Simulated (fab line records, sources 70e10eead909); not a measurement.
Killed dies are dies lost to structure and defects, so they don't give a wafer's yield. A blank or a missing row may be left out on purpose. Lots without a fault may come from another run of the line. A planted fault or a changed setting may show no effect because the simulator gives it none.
Problem report in the 8D (eight disciplines) form, filled by code | flow nand_harc | the parts of the form that need people (team, actions taken, sign-off) are left out

1. THE PROBLEM
killed_at_array at NHARC_END_SORT_01 reads a mean of 672 on 6 wafers of 2 lots; wafers without a fault read 59 with a standard deviation of 17. That is +36 standard deviations from the usual mean.
First seen on wafer L706.2, day 32 01:13, on prober-02. The record holds 6 wafers of 2 lots with a number at this step. Rule for "out", or "out of limits": more than 4 standard deviations from the usual mean. The other wafers with a number count as sound.

2. WHAT IT IS AND WHAT IT IS NOT
question                    | is                           | is not
which readings at this step | killed_at_array, killed_dies | killed_at_periphery, killed_open
which lots                  | L706, L707                   | -
which wafers of those lots  | all that have a number       | -
read on which gauges        | prober-02                    | -
when                        | from day 32 01:13            | up to then (0 sound wafers)

3. SUSPECTS, AND WHAT RULES EACH OUT
Counting: a tool at a process step up to the reading stays a suspect if it ran every lot that is out and no sound lot after the first of them.
- the gauge at NHARC_END_SORT_01: kept. All the wafers that are out were read on prober-02, and no step on other tools shows them out.
- har_etch-01 at NHARC_A_CHANNEL_HOLE_D1_ETCH_20 (etches the open film in C4F8/O2/Ar, time 361.9 s, target depth 1600 nm): kept. It ran every lot that is out, first L706 (day 16 09:55), and no sound lot after that.
- har_etch-01 at NHARC_A_CHANNEL_HOLE_D1_ETCH_21 (etches the open film in C4F8/O2/Ar, time 514.3 s, target depth 1600 nm): kept. It ran every lot that is out, first L706 (day 16 10:13), and no sound lot after that.
- har_etch-01 at NHARC_A_CHANNEL_HOLE_D1_ETCH_26 (etches the open film in C4F8/O2/Ar, time 224.1 s, target depth 300 nm): kept. It ran every lot that is out, first L706 (day 16 13:32), and no sound lot after that.
Left after counting: har_etch-01 at NHARC_A_CHANNEL_HOLE_D1_ETCH_20, har_etch-01 at NHARC_A_CHANNEL_HOLE_D1_ETCH_21, har_etch-01 at NHARC_A_CHANNEL_HOLE_D1_ETCH_26, prober-02 at NHARC_END_SORT_01.

4. THE CAUSE (what the simulator had put in)
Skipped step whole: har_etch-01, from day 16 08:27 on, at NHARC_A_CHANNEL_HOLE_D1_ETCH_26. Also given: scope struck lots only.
Counting left 4 suspects, and this tool is among them.

5. THE CHAIN OF EFFECTS, in route order
Each row: a reading whose mean over the struck wafers that have a number lies more than 3 standard deviations from the usual. Only readings for which the record gives a usual standard deviation are gone through. hours: the time from each lot's start at the first step in this table that gives one to its start at this step, as a median over the lots. sigmas: the change in usual standard deviations.
hours | step              | reading         | usual | on struck wafers | change | sigmas
0     | NHARC_END_SORT_01 | killed_at_array | 59    | 672              | +613   | +36
0     | NHARC_END_SORT_01 | killed_dies     | 63    | 677              | +614   | +34
Readings that are blank on the struck wafers while sound wafers have them: bias_v at NHARC_A_CHANNEL_HOLE_D1_ETCH_26; c4f8_flow_sccm at NHARC_A_CHANNEL_HOLE_D1_ETCH_26; drypump_motor_current_A at NHARC_A_CHANNEL_HOLE_D1_ETCH_26; he_backside_leak_sccm at NHARC_A_CHANNEL_HOLE_D1_ETCH_26; showerhead_plenum_p_Torr at NHARC_A_CHANNEL_HOLE_D1_ETCH_26; throttle_valve_pct at NHARC_A_CHANNEL_HOLE_D1_ETCH_26.

6. WHAT WOULD HAVE CAUGHT IT SOONER
In this record the first reading out of limits at a measuring or inspecting step was taken at day 32 01:13, 377 hours after the fault began at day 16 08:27.
At NHARC_A_CHANNEL_HOLE_D1_ETCH_26 the tool's readings are blank on the struck wafers, where sound wafers have them: an empty tool record is the first sign, and it was there at once.
All the lots that are out (2) had begun NHARC_A_CHANNEL_HOLE_D1_ETCH_26 on har_etch-01 by day 32 01:13. A hold on the tool at that time would have spared none of them.
